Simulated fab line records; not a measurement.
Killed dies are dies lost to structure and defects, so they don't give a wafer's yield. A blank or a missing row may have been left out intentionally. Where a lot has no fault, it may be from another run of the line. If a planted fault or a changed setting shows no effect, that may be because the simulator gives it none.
fab line records    flow n5_finfet    part 1 of 2: steps 1 to 25 of 34
[record] lots = 5  wafers = 15  last_day = 18
route steps=1938 shown BEOL_M5@1177 BEOL_M6@1194
lots that met no fault: from a run of the same line without faults
start_h: hours from the record's opening day to when the first of the lot's shown wafers began    wait_h: how many hours have passed since the lot's step before this one    " identical to the entry in the row above    L1.1+2: several wafers, shown together as one row    - no value present, or no start provided    * or withheld: withheld    < > ~ a bound
route shown NAME@n: NAME is a module with steps in the file, n the number in the route of the first one    usual: mean and standard deviation over wafers with no fault    same: alike in all rows    chamber/n: place in a boat    sites: the reading at each site    _std_site: the values' standard deviation    _edge_site: outer sites' mean less inner sites'    radius_mm: how far each site lies from the wafer's centre    mask NAME#n: copy n    behind: the tool/chamber that last shaped the wafer    hold: why the lot was held/for how many hours/how that ended    device: the n, p or np transistor that did not switch    end of line: tests run on the same wafers once the route is complete    a step with no rows: only its recipe    killed: dies that structure and defects cost at the first sort, which is not the same as the wafer's yield    map: shows each die of a wafer: x if killed, . if not, _ if none is there
set.NAME: the setting the step ran with; set.NAME@STEP: the setting that earlier step ran with    model.NAME: the simulator's own value behind a step, which no gauge read
a table for each step, a row for each wafer; lots at some steps of the route
services: the hour from which a tool's chamber was out of use, counted from the record's first day as start_h (under 0 if before that day), plus the number of hours and why
[[steps]]
[step N5_BEOL_M5_SPUTTER_81]
[recipe] material = Cu  target_thk_a = 150  temp_c = -20  chamber_pressure_pa = 0.07  power_w = withheld  time_s = 27.62
[usual] throttle_valve_pct = 30.1/0.95
lot.wafer  tool            chamber  start_h  wait_h  throttle_valve_pct
L081.2     pvd_sputter-02  -        220.79   0.5     30.3
L081.3     "               -        "        "       29.8
L081.5     "               -        "        "       29.9
L085.1     pvd_sputter-02  -        258.82   0.5     29.9
L085.2     "               -        "        "       28.5
L085.6     "               -        "        "       31.2
L090.3     pvd_sputter-03  -        278.01   0.5     30.4
L090.5     "               -        "        "       30.5
L090.6     "               -        "        "       30.9
L093.3     pvd_sputter-01  -        300.47   0.5     31.0
L093.4     "               -        "        "       30.5
L093.6     "               -        "        "       30.5
L094.2     pvd_sputter-02  -        319.84   0.5     28.4
L094.4     "               -        "        "       30.0
L094.6     "               -        "        "       28.5
[step N5_BEOL_M5_ANNEAL_82]
[recipe] temp_c = 400  time_s = 1800  ambient = vacuum
[usual] heater_power_w = 832/83
lot.wafer  tool            chamber  start_h  wait_h  heater_power_w
L081.2     pvd_sputter-02  -        220.87   0.0     892
L081.3     "               -        "        "       789
L081.5     "               -        "        "       789
L085.1     pvd_sputter-02  -        258.90   0.0     790
L085.2     "               -        "        "       970
L085.6     "               -        "        "       860
L090.3     pvd_sputter-03  -        278.09   0.0     744
L090.5     "               -        "        "       837
L090.6     "               -        "        "       858
L093.3     pvd_sputter-01  -        300.55   0.0     901
L093.4     "               -        "        "       821
L093.6     "               -        "        "       830
L094.2     pvd_sputter-02  -        319.93   0.0     992
L094.4     "               -        "        "       791
L094.6     "               -        "        "       994
[step N5_BEOL_M5_SPUTTER_83]
[recipe] material = Cu  target_thk_a = 150  temp_c = -20  chamber_pressure_pa = 0.07  power_w = withheld  time_s = 27.62
[usual] throttle_valve_pct = 30.1/0.97
lot.wafer  tool            chamber  start_h  wait_h  throttle_valve_pct
L081.2     pvd_sputter-02  -        221.87   0.5     30.5
L081.3     "               -        "        "       29.9
L081.5     "               -        "        "       29.8
L085.1     pvd_sputter-02  -        259.91   0.5     29.7
L085.2     "               -        "        "       28.3
L085.6     "               -        "        "       31.1
L090.3     pvd_sputter-03  -        279.10   0.5     30.4
L090.5     "               -        "        "       30.2
L090.6     "               -        "        "       31.1
L093.3     pvd_sputter-01  -        301.56   0.5     30.9
L093.4     "               -        "        "       30.6
L093.6     "               -        "        "       30.6
L094.2     pvd_sputter-02  -        321.02   0.5     28.3
L094.4     "               -        "        "       29.7
L094.6     "               -        "        "       28.3
[step N5_BEOL_M5_ANNEAL_84]
[recipe] temp_c = 400  time_s = 1800  ambient = vacuum
[usual] heater_power_w = 833/83
lot.wafer  tool            chamber  start_h  wait_h  heater_power_w
L081.2     pvd_sputter-02  -        221.95   0.0     918
L081.3     "               -        "        "       791
L081.5     "               -        "        "       804
L085.1     pvd_sputter-02  -        259.99   0.0     829
L085.2     "               -        "        "       958
L085.6     "               -        "        "       856
L090.3     pvd_sputter-03  -        279.18   0.0     728
L090.5     "               -        "        "       846
L090.6     "               -        "        "       850
L093.3     pvd_sputter-01  -        301.64   0.0     886
L093.4     "               -        "        "       833
L093.6     "               -        "        "       847
L094.2     pvd_sputter-02  -        321.10   0.0     968
L094.4     "               -        "        "       794
L094.6     "               -        "        "       987
[step N5_BEOL_M5_SPUTTER_88]
[recipe] material = Cu  target_thk_a = 150  temp_c = -20  chamber_pressure_pa = 0.07  power_w = withheld  time_s = 27.62
[usual] throttle_valve_pct = 30.1/1
lot.wafer  tool            chamber  start_h  wait_h  throttle_valve_pct
L081.2     pvd_sputter-02  -        222.96   0.5     30.4
L081.3     "               -        "        "       30.0
L081.5     "               -        "        "       29.8
L085.1     pvd_sputter-02  -        261.00   0.5     29.9
L085.2     "               -        "        "       28.1
L085.6     "               -        "        "       30.8
L090.3     pvd_sputter-03  -        280.19   0.5     30.4
L090.5     "               -        "        "       30.2
L090.6     "               -        "        "       30.9
L093.3     pvd_sputter-01  -        302.65   0.5     31.1
L093.4     "               -        "        "       30.5
L093.6     "               -        "        "       30.3
L094.2     pvd_sputter-02  -        322.19   0.5     28.2
L094.4     "               -        "        "       29.9
L094.6     "               -        "        "       28.2
[step N5_BEOL_M5_ANNEAL_89]
[recipe] temp_c = 400  time_s = 1800  ambient = vacuum
[usual] heater_power_w = 833/83
lot.wafer  tool            chamber  start_h  wait_h  heater_power_w
L081.2     pvd_sputter-02  -        223.04   0.0     896
L081.3     "               -        "        "       820
L081.5     "               -        "        "       802
L085.1     pvd_sputter-02  -        261.08   0.0     797
L085.2     "               -        "        "       971
L085.6     "               -        "        "       849
L090.3     pvd_sputter-03  -        280.27   0.0     733
L090.5     "               -        "        "       826
L090.6     "               -        "        "       860
L093.3     pvd_sputter-01  -        302.73   0.0     896
L093.4     "               -        "        "       813
L093.6     "               -        "        "       828
L094.2     pvd_sputter-02  -        322.28   0.0     967
L094.4     "               -        "        "       767
L094.6     "               -        "        "       969
[step N5_BEOL_M5_SPUTTER_90]
[recipe] material = Cu  target_thk_a = 45  temp_c = -20  chamber_pressure_pa = 0.07  power_w = withheld  time_s = 8.29
[usual] throttle_valve_pct = 30.0/0.98
lot.wafer  tool            chamber  start_h  wait_h  throttle_valve_pct
L081.2     pvd_sputter-02  -        224.05   0.5     30.5
L081.3     "               -        "        "       30.0
L081.5     "               -        "        "       29.9
L085.1     pvd_sputter-02  -        262.08   0.5     29.8
L085.2     "               -        "        "       28.3
L085.6     "               -        "        "       31.2
L090.3     pvd_sputter-03  -        281.27   0.5     30.3
L090.5     "               -        "        "       30.3
L090.6     "               -        "        "       31.0
L093.3     pvd_sputter-01  -        303.73   0.5     31.2
L093.4     "               -        "        "       30.5
L093.6     "               -        "        "       30.3
L094.2     pvd_sputter-02  -        323.37   0.5     28.1
L094.4     "               -        "        "       29.7
L094.6     "               -        "        "       28.2
[step N5_BEOL_M5_ECD_50]
[recipe] material = Cu  target_thk_a = 3000
lot.wafer   tool       chamber  start_h  wait_h
L081.2+3+5  ecd_cu-02  0,1,1    224.16   0.1
L085.1+2+6  ecd_cu-02  0,1,0    262.20   0.1
L090.3+5+6  ecd_cu-02  0,1,0    281.41   0.1
L093.3+4+6  ecd_cu-01  1,0,1    303.87   0.1
L094.2+4+6  ecd_cu-01  1,0,0    323.49   0.1
[step N5_BEOL_M5_ANNEAL_51]
[recipe] temp_c = 225  time_s = 90  ambient = N2
[usual] wafer_temp_C_max = 225.84/0.25
lot.wafer  tool           chamber  start_h  wait_h  wafer_temp_C_max
L081.2     rtp_anneal-01  0        224.84   0.7     225.70
L081.3     "              0        "        "       225.84
L081.5     "              0        "        "       225.55
L085.1     rtp_anneal-02  0        262.56   0.3     226.19
L085.2     "              0        "        "       225.88
L085.6     "              0        "        "       225.83
L090.3     rtp_anneal-01  0        282.01   0.6     225.49
L090.5     "              0        "        "       225.30
L090.6     "              0        "        "       225.88
L093.3     rtp_anneal-01  0        304.03   0.1     225.75
L093.4     "              0        "        "       225.56
L093.6     "              0        "        "       225.87
L094.2     rtp_anneal-02  0        324.16   0.6     225.57
L094.4     "              0        "        "       225.60
L094.6     "              0        "        "       225.75
[step N5_BEOL_M5_CMP_52]
[recipe] stop_on = SiCOH_lowk  t_overpolish_s = 6.9  down_force_psi = 1  platen_rpm = 50  clearing_platen_down_force_psi = 1.5  clearing_platen_rpm = 50  post_cmp_clean = cu_alkaline  target_thk_nm = 62  clearing_platen_pad_velocity_m_s = 0.99484  pad_velocity_m_s = 0.99484
[usual] barrier_field_endpoint_s = 24.7/0.87  clearing_platen_down_force_psi = 1.500/0.0031  motor_current_A = 6.3/0.72  overpolish_run_s = 6.899/0.0088  time_to_endpoint_s = 62/5.2
lot.wafer  tool    chamber  start_h  wait_h  barrier_field_endpoint_s  clearing_platen_down_force_psi  motor_current_A  overpolish_run_s  time_to_endpoint_s
L081.3     cmp-01  3        225.09   0.2     23.8                      1.500                           5.0              6.898             51
L081.2     "       0        "        "       26.2                      1.492                           6.5              6.878             69
L081.5     "       0        "        "       25.4                      1.496                           6.9              6.900             69
L085.2     cmp-03  1        262.90   0.2     23.4                      1.502                           5.7              6.906             55
L085.1     "       3        "        "       25.3                      1.499                           7.1              6.900             71
L085.6     "       0        "        "       25.1                      1.501                           5.6              6.887             63
L090.3     cmp-04  1        282.26   0.2     23.2                      1.498                           7.1              6.909             59
L090.6     "       0        "        "       24.2                      1.502                           6.9              6.888             64
L090.5     "       1        "        "       23.2                      1.501                           6.9              6.892             58
L093.4     cmp-01  0        304.88   0.8     25.9                      1.506                           6.7              6.879             68
L093.3     "       3        "        "       23.1                      1.500                           5.2              6.910             54
L093.6     "       0        "        "       25.1                      1.503                           6.8              6.900             71
L094.4     cmp-04  3        324.45   0.2     25.0                      1.502                           5.8              6.906             61
L094.2     "       1        "        "       23.9                      1.499                           7.5              6.895             58
L094.6     "       3        "        "       24.9                      1.505                           6.0              6.886             61
[step N5_BEOL_M5_THK_MEAS_53]
[recipe] thk_meas_gauge = xrf  reads = Cu_of_BEOL_M5_ECD_50
[usual] M5_THK = 61.7/2.3
lot.wafer  tool           chamber  start_h  wait_h  M5_THK[nm]
L081.2     film_metro-01  -        225.39   -       65.5
L081.3     "              -        "        "       57.9
L081.5     "              -        "        "       65.6
L085.1     film_metro-02  -        263.16   -       65.1
L085.2     "              -        "        "       61.2
L085.6     "              -        "        "       62.8
L090.3     film_metro-02  -        282.52   -       60.6
L090.5     "              -        "        "       58.5
L090.6     "              -        "        "       60.0
L093.3     film_metro-01  -        305.18   -       56.5
L093.4     "              -        "        "       60.2
L093.6     "              -        "        "       60.1
L094.2     film_metro-01  -        324.71   -       63.0
L094.4     "              -        "        "       60.6
L094.6     "              -        "        "       64.9
[step N5_BEOL_M5_PRE_CLEAN_77]
[recipe] gas = NH3/H2  time_s = 15  temp_c = *  rf_power_w = 300
[usual] heater_power_w = 87/7.6
lot.wafer  tool       chamber  start_h  wait_h  heater_power_w
L081.2     cvd_co-02  2        225.42   0.0     103
L081.3     "          0        "        "       85
L081.5     "          2        "        "       99
L085.1     cvd_co-02  2        263.24   0.1     101
L085.2     "          0        "        "       86
L085.6     "          1        "        "       88
L090.3     cvd_co-01  2        282.58   0.1     78
L090.5     "          1        "        "       85
L090.6     "          2        "        "       79
L093.3     cvd_co-02  2        305.27   0.1     103
L093.4     "          1        "        "       88
L093.6     "          2        "        "       103
L094.2     cvd_co-01  1        324.75   0.0     83
L094.4     "          0        "        "       95
L094.6     "          2        "        "       81
[step N5_BEOL_M5_CO_CAP_78]
[recipe] material = Co  target_thk_a = 20  temp_c = 200  precursor = CCTBA/H2  pressure_torr = 30  time_s = 102.1
[usual] heater_power_w = 239/11
lot.wafer  tool       chamber  start_h  wait_h  heater_power_w
L081.2     cvd_co-02  2        225.46   0.0     258
L081.3     "          0        "        "       237
L081.5     "          2        "        "       257
L085.1     cvd_co-02  2        263.28   0.0     252
L085.2     "          0        "        "       243
L085.6     "          1        "        "       242
L090.3     cvd_co-01  2        282.65   0.1     225
L090.5     "          1        "        "       227
L090.6     "          2        "        "       221
L093.3     cvd_co-02  2        305.31   0.0     258
L093.4     "          1        "        "       237
L093.6     "          2        "        "       251
L094.2     cvd_co-01  1        324.79   0.0     230
L094.4     "          0        "        "       246
L094.6     "          2        "        "       225
[step N5_BEOL_M5_PRE_CLEAN_55]
[recipe] gas = NH3  time_s = 15  temp_c = withheld  rf_power_w = 300
lot.wafer   tool      chamber  start_h  wait_h
L081.2+3+5  pecvd-04  1        225.57   0.1
L085.1+2+6  pecvd-01  0,1,1    263.37   0.1
L090.3+5+6  pecvd-04  1,0,2    282.74   0.1
L093.3+4+6  pecvd-01  1,1,2    305.41   0.1
L094.2+4+6  pecvd-04  1,1,2    324.88   0.1
[step N5_BEOL_M5_DEP_56]
[recipe] material = SiCN  target_thk_a = 80  temp_c = withheld  precursor = 3MS/NH3  pressure_torr = 3  rf_w = 202  time_s = 14
[usual] showerhead_plenum_p_Torr = 3.657/0.01  throttle_valve_pct = 9.4/0.66
lot.wafer  tool      chamber  start_h  wait_h  showerhead_plenum_p_Torr  throttle_valve_pct
L081.2     pecvd-04  1        225.65   0.1     3.664                     10.0
L081.3     "         1        "        "       3.668                     9.6
L081.5     "         1        "        "       3.654                     9.7
L085.1     pecvd-01  0        263.40   0.0     3.667                     8.7
L085.2     "         1        "        "       3.675                     10.3
L085.6     "         1        "        "       3.680                     10.4
L090.3     pecvd-04  1        282.77   0.0     3.665                     9.8
L090.5     "         0        "        "       3.638                     9.2
L090.6     "         2        "        "       3.643                     7.7
L093.3     pecvd-01  1        305.43   0.0     3.664                     10.0
L093.4     "         1        "        "       3.675                     10.1
L093.6     "         2        "        "       3.647                     9.1
L094.2     pecvd-04  1        324.90   0.0     3.655                     9.7
L094.4     "         1        "        "       3.651                     9.5
L094.6     "         2        "        "       3.641                     7.9
[step N5_BEOL_M5_RS_MEAS_57]
[recipe] thk_meas_gauge = four-point-probe  reads = Co_of_BEOL_M5_CO_CAP_78+Cu_of_BEOL_M5_ECD_50+Co_of_BEOL_M5_CVD_47+TaN_of_BEOL_M5_ALD_86
[usual] M5_RS = 0.389/0.017
lot.wafer  tool           chamber  start_h  wait_h  M5_RS[ohm/sq]
L081.2     film_metro-02  -        225.77   0.1     0.362
L081.3     "              -        "        "       0.421
L081.5     "              -        "        "       0.364
L085.1     film_metro-01  -        263.47   0.0     0.360
L085.2     "              -        "        "       0.389
L085.6     "              -        "        "       0.378
L090.3     film_metro-01  -        282.84   0.1     0.395
L090.5     "              -        "        "       0.413
L090.6     "              -        "        "       0.399
L093.3     film_metro-01  -        305.50   0.1     0.427
L093.4     "              -        "        "       0.395
L093.6     "              -        "        "       0.396
L094.2     film_metro-01  -        324.97   0.1     0.377
L094.4     "              -        "        "       0.394
L094.6     "              -        "        "       0.364
[step N5_BEOL_M5_INSPECT_58]
[recipe] inspect_instrument = darkfield  mode = post_dep
[usual] raw_defect_count = 73/26
lot.wafer  tool               chamber  start_h  wait_h  raw_defect_count
L081.2     defect_inspect-02  -        225.79   0.0     65
L081.3     "                  -        "        "       83
L081.5     "                  -        "        "       73
L085.1     defect_inspect-02  -        263.49   0.0     122
L085.2     "                  -        "        "       83
L085.6     "                  -        "        "       93
L090.3     defect_inspect-01  -        282.86   0.0     132
L090.5     "                  -        "        "       64
L090.6     "                  -        "        "       127
L093.3     defect_inspect-01  -        305.52   0.0     61
L093.4     "                  -        "        "       63
L093.6     "                  -        "        "       63
L094.2     defect_inspect-02  -        325.00   0.0     52
L094.4     "                  -        "        "       36
L094.6     "                  -        "        "       84
[step N5_BEOL_M6_ILD_DEP_00]
[recipe] material = SiCOH_lowk  target_thk_a = 1797.5  temp_c = 300  precursor = DEMS/porogen  pressure_torr = 5  rf_w = 500  time_s = 33.4
[usual] heater_power_w = 277/37  showerhead_plenum_p_Torr = 5.734/0.016  throttle_valve_pct = 14.1/0.98
lot.wafer  tool      chamber  start_h  wait_h  heater_power_w  showerhead_plenum_p_Torr  throttle_valve_pct
L081.2     pecvd-01  1        225.83   0.0     261             5.735                     15.8
L081.3     "         0        "        "       340             5.738                     13.4
L081.5     "         1        "        "       275             5.744                     15.7
L085.1     pecvd-03  1        263.53   0.0     263             5.737                     14.7
L085.2     "         2        "        "       236             5.747                     12.4
L085.6     "         1        "        "       273             5.738                     15.0
L090.3     pecvd-03  0        282.90   0.0     285             5.737                     14.8
L090.5     "         2        "        "       243             5.750                     13.0
L090.6     "         0        "        "       294             5.743                     14.9
L093.3     pecvd-04  2        305.58   0.1     279             5.718                     12.2
L093.4     "         0        "        "       286             5.709                     14.2
L093.6     "         0        "        "       286             5.714                     14.3
L094.2     pecvd-03  2        325.03   0.0     268             5.742                     12.9
L094.4     "         2        "        "       270             5.735                     12.9
L094.6     "         2        "        "       215             5.751                     12.8
[step N5_BEOL_M6_CURE_74]
[recipe] temp_c = 385  time_s = 240  ambient = He/Ar  material = SiCOH_lowk
[usual] lamp_power_pct = 52.32/0.048  wafer_temp_C_max = 386.7/0.65
lot.wafer  tool        chamber  start_h  wait_h  lamp_power_pct  wafer_temp_C_max
L081.2     uv_cure-03  1        225.97   0.1     52.28           386.2
L081.3     "           1        "        "       52.26           386.8
L081.5     "           1        "        "       52.37           385.5
L085.1     uv_cure-01  1        263.59   0.0     52.32           386.9
L085.2     "           1        "        "       52.30           386.6
L085.6     "           1        "        "       52.29           386.6
L090.3     uv_cure-03  1        283.12   0.2     52.33           386.1
L090.5     "           1        "        "       52.39           386.4
L090.6     "           1        "        "       52.38           386.4
L093.3     uv_cure-01  0        305.81   0.2     52.37           385.8
L093.4     "           0        "        "       52.35           386.1
L093.6     "           0        "        "       52.34           385.7
L094.2     uv_cure-03  2        326.53   1.5     52.37           387.6
L094.4     "           2        "        "       52.28           387.9
L094.6     "           2        "        "       52.35           387.9
[step N5_BEOL_M6_THK_MEAS_01]
[recipe] reads = SiCOH_lowk_of_BEOL_M6_ILD_DEP_00
[usual] M6_ILD_THK = 154.8/2.4
lot.wafer  tool           chamber  start_h  wait_h  M6_ILD_THK[nm]
L081.2     film_metro-01  -        226.41   0.4     153.3
L081.3     "              -        "        "       151.3
L081.5     "              -        "        "       156.7
L085.1     film_metro-01  -        264.11   0.4     149.8
L085.2     "              -        "        "       148.7
L085.6     "              -        "        "       152.3
L090.3     film_metro-01  -        283.48   0.3     153.1
L090.5     "              -        "        "       152.6
L090.6     "              -        "        "       153.0
L093.3     film_metro-02  -        306.16   0.3     159.5
L093.4     "              -        "        "       158.7
L093.6     "              -        "        "       158.5
L094.2     film_metro-02  -        327.37   0.7     151.4
L094.4     "              -        "        "       155.0
L094.6     "              -        "        "       155.4
[step N5_BEOL_M6_PECVD_70]
[recipe] material = SiO2  target_thk_a = 200  temp_c = 400  precursor = TEOS/O2  pressure_torr = 5.5  rf_w = 450  teos_flow_sccm = 53.8  gas = O2  flow_sccm = 3000  time_s = 22.7
[usual] heater_power_w = 656/72  showerhead_plenum_p_Torr = 8.75/0.062  throttle_valve_pct = 22.6/1.6
lot.wafer  tool      chamber  start_h  wait_h  heater_power_w  showerhead_plenum_p_Torr  throttle_valve_pct
L081.2     pecvd-03  0        226.44   0.0     731             8.82                      23.7
L081.3     "         1        "        "       582             8.77                      24.0
L081.5     "         0        "        "       712             8.80                      24.1
L085.1     pecvd-01  1        264.14   0.0     649             8.82                      25.1
L085.2     "         0        "        "       800             8.73                      21.7
L085.6     "         0        "        "       784             8.73                      21.7
L090.3     pecvd-04  2        283.51   0.0     707             8.65                      19.6
L090.5     "         1        "        "       668             8.75                      23.7
L090.6     "         0        "        "       704             8.62                      23.2
L093.3     pecvd-03  2        306.20   0.0     588             8.79                      20.7
L093.4     "         0        "        "       750             8.80                      23.9
L093.6     "         2        "        "       576             8.82                      20.5
L094.2     pecvd-01  1        327.40   0.0     585             8.82                      25.0
L094.4     "         0        "        "       714             8.77                      21.4
L094.6     "         2        "        "       525             8.71                      22.0
[step N5_BEOL_M6_HM_DEP_02]
[recipe] material = TiN  target_thk_a = 200  temp_c = 25  chamber_pressure_pa = 0.49996
[usual] throttle_valve_pct = 30.1/0.9
lot.wafer  tool            chamber  start_h  wait_h  throttle_valve_pct
L081.2     pvd_sputter-02  -        227.28   0.8     30.9
L081.3     "               -        "        "       30.5
L081.5     "               -        "        "       30.9
L085.1     pvd_sputter-03  -        265.42   1.3     30.1
L085.2     "               -        "        "       30.2
L085.6     "               -        "        "       30.2
L090.3     pvd_sputter-02  -        284.45   0.9     30.5
L090.5     "               -        "        "       28.1
L090.6     "               -        "        "       30.9
L093.3     pvd_sputter-02  -        306.50   0.3     31.1
L093.4     "               -        "        "       30.6
L093.6     "               -        "        "       31.5
L094.2     pvd_sputter-03  -        327.53   0.1     31.1
L094.4     "               -        "        "       30.1
L094.6     "               -        "        "       30.3
[step N5_BEOL_M6_COAT_59]
[recipe] resist = SOC  temp_c = 250  time_s = 60  spin_rpm = 1500  resist_thk_nm = 100
[usual] exhaust_pa = 44.9/1
lot.wafer  tool            chamber  start_h  wait_h  exhaust_pa
L081.2     litho_track-02  0        227.41   0.1     44.9
L081.3     "               0        "        "       44.4
L081.5     "               0        "        "       46.1
L085.1     litho_track-03  0        265.54   0.1     45.5
L085.2     "               0        "        "       45.8
L085.6     "               0        "        "       45.9
L090.3     litho_track-02  0        284.58   0.1     43.1
L090.5     "               0        "        "       44.2
L090.6     "               0        "        "       44.8
L093.3     litho_track-02  0        306.63   0.1     46.3
L093.4     "               0        "        "       44.6
L093.6     "               0        "        "       45.2
L094.2     litho_track-01  0        327.66   0.1     43.6
L094.4     "               0        "        "       43.5
L094.6     "               0        "        "       43.0
[step N5_BEOL_M6_COAT_60]
[recipe] resist = SiARC  temp_c = 220  time_s = 60  spin_rpm = 1500  resist_thk_nm = 35
[usual] exhaust_pa = 45.2/0.95
lot.wafer  tool            chamber  start_h  wait_h  exhaust_pa
L081.2     litho_track-02  0        -        -       43.8
L081.3     "               0        "        "       46.3
L081.5     "               0        "        "       43.3
L085.1     litho_track-03  0        -        -       44.6
L085.2     "               0        "        "       45.4
L085.6     "               0        "        "       44.5
L090.3     litho_track-02  0        -        -       44.5
L090.5     "               0        "        "       45.5
L090.6     "               0        "        "       44.4
L093.3     litho_track-02  0        -        -       43.4
L093.4     "               0        "        "       44.7
L093.6     "               0        "        "       44.1
L094.2     litho_track-01  0        -        -       45.8
L094.4     "               0        "        "       45.6
L094.6     "               0        "        "       44.1
[step N5_BEOL_M6_COAT_05]
[recipe] resist = CAR-ArF  spin_rpm = 1500  resist_thk_nm = 90
[usual] exhaust_pa = 45.3/0.85
lot.wafer  tool            chamber  start_h  wait_h  exhaust_pa
L081.2     litho_track-02  0        -        -       44.6
L081.3     "               0        "        "       45.4
L081.5     "               0        "        "       44.8
L085.1     litho_track-03  0        -        -       45.5
L085.2     "               0        "        "       43.9
L085.6     "               0        "        "       43.6
L090.3     litho_track-02  0        -        -       45.8
L090.5     "               0        "        "       45.2
L090.6     "               0        "        "       45.0
L093.3     litho_track-02  0        -        -       44.9
L093.4     "               0        "        "       45.5
L093.6     "               0        "        "       43.4
L094.2     litho_track-01  0        -        -       46.0
L094.4     "               0        "        "       45.2
L094.6     "               0        "        "       45.2
